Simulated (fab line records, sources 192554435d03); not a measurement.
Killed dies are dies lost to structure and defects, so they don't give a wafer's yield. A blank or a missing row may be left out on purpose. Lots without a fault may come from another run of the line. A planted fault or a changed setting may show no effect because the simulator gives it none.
A struck lot beside a sound one | flow n5_finfet | 16 steps out of a route of 1938
Sound: wafers L457.1, L457.4, L457.5. Struck: wafers L467.1, L467.4. (L467.6 of the same lot was not struck and is left out.) The cause comes at the end.
At each step with rows: each side's tool, then ch and its chambers, then its first start. Under that, the readings that differ: sound wafers | struck wafers | difference of the means | sigmas: that difference in standard deviations of wafers without a fault.
alike: readings whose means differ by less than 2 such deviations, and words and numbers that are the same on both sides. not compared: withheld readings, readings that some wafer has no value for, bounds like >300 that may hide the same value, and numbers for which the record gives no deviation and whose values overlap.
The two part at a step that has a row with sigmas, a row that says differs or no value, or rows on one side only. Numbers that don't overlap but have no deviation are shown without sigmas and don't part them. A reading that every wafer of one side lacks parts them only if that side has two wafers or more.

first, 7 steps without rows for these wafers: N5_MOL_CONTACT_COAG_COAT_64 (time 60 s, resist thk 10 nm); N5_MOL_CONTACT_COAG_COAT_34 (resist thk 40 nm); N5_MOL_CONTACT_COAG_EBR_36; N5_MOL_CONTACT_COAG_SOFTBAKE_35 (time 60 s); N5_MOL_CONTACT_COAG_EXPOSE_37 (exposes mask VD, defocus 0 nm); N5_MOL_CONTACT_COAG_PEB_38 (peb time 60 s); N5_MOL_CONTACT_COAG_DEVELOP_39 (develop time 30 s).
N5_MOL_CONTACT_COAG_CD_MEAS_40: target cd 25.1 nm.
  sound on cd_sem-01 ch 0, day 5 04:23; struck on cd_sem-01 ch 0, day 7 11:56
  alike: cd_nm
N5_MOL_CONTACT_COAG_OVL_MEAS_41:
  sound on overlay-02 ch 0, day 5 04:25; struck on overlay-01 ch 0, day 7 11:58
  alike: VD_OVL
N5_MOL_CONTACT_COAG_INSPECT_42: inspects for defects (brightfield).
  sound on defect_inspect-01, day 5 04:28; struck on defect_inspect-02, day 7 12:02
  alike: raw_defect_count
N5_MOL_CONTACT_COAG_DESCUM_45: chemistry O2, time 7 s.
  sound on rie_diel-04 ch 0,2, day 5 04:30; struck on rie_diel-02 ch 2,3, day 7 12:05
  alike: bias_power_w, chamber_pressure_mTorr, drypump_motor_current_A, oes_product_au, rf_vpp_V, showerhead_plenum_p_Torr, throttle_valve_pct
  not compared: rf_hours_counter_h
N5_MOL_CONTACT_COAG_ETCH_65: etches underlayer in N2/H2, target depth 13 nm, time 10.4 s.
  sound on rie_diel-04 ch 0,2, day 5 04:32; struck on rie_diel-02 ch 2,3, day 7 12:07
  alike: chamber_pressure_mTorr, drypump_motor_current_A, etch_rf_on_time_s, oes_product_au, rf_vpp_V, showerhead_plenum_p_Torr, throttle_valve_pct
  not compared: rf_hours_counter_h
N5_MOL_CONTACT_COAG_ETCH_66: etches SiARC in CF4, target depth 13 nm, time 21.7 s.
  sound on rie_diel-04 ch 0,2, day 5 04:34; struck on rie_diel-02 ch 2,3, day 7 12:08
  reading               | sound             | struck      | difference | sigmas
  etch_rf_on_time_s (s) | 21.9 22.0 21.8    | 25.7 26.4   | +4.1       | +9
  rf_vpp_V (V)          | 185.3 179.6 183.2 | 185.2 187.0 | +3.4       | +3
  alike: chamber_pressure_mTorr, drypump_motor_current_A, oes_product_au, showerhead_plenum_p_Torr, throttle_valve_pct
  not compared: rf_hours_counter_h
N5_MOL_CONTACT_COAG_ALD_133: deposits SiO2, target thk 5 nm, pulse time 1 s, co reactant pulse time 1 s.
  sound on ald_sin-04 ch 0,1, day 5 04:38; struck on ald_sin-04 ch 1,2, day 7 12:13
  alike: heater_power_w, precursor_pulse_height_rel
-- the record jumps here: 3 days lie between the struck wafers' starts before and after (it left off in module MOL_CONTACT_COAG and takes up again in module BEOL_M4, whose first step shown is number 1111 of the route) --
N5_BEOL_M4_RC_MEAS_101:
  sound on prober-01 ch 0, day 8 10:49; struck on prober-02 ch 0, day 10 08:05
  alike: DIBL_N, DIBL_P, IOFF_N, IOFF_P, ION_N, ION_P, SS_N, SS_P, VT_N, VT_P
-- the record jumps here: 4 days lie between the struck wafers' starts before and after (it left off in module BEOL_M4 and takes up again in module PASSIVATION, whose first step shown is number 1936 of the route) --
N5_PASSIVATION_PROBE_49:
  sound on prober-01, day 12 14:16; struck on prober-02, day 14 18:50
  reading            | sound   | struck | difference | sigmas
  killed_at_contacts | 20 13 9 | 2      | -12        | -2
  alike: defect_limited_yield, killed_at_M0_to_M3, killed_at_M4_up, killed_at_front_end, killed_at_other, killed_dies, killed_open, killed_short, sort_bin_4_leakage, sort_bin_5_function, sort_bin_6_memory, sort_n_pass, sort_yield_pct

WHERE THEY PART
First at N5_MOL_CONTACT_COAG_ETCH_66; last, within this record, at N5_PASSIVATION_PROBE_49.

WHY: what the simulator had put in
Process parameter drift: rie_diel-02, from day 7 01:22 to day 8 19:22, at N5_MOL_CONTACT_COAG_ETCH_66. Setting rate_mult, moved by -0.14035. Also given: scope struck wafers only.
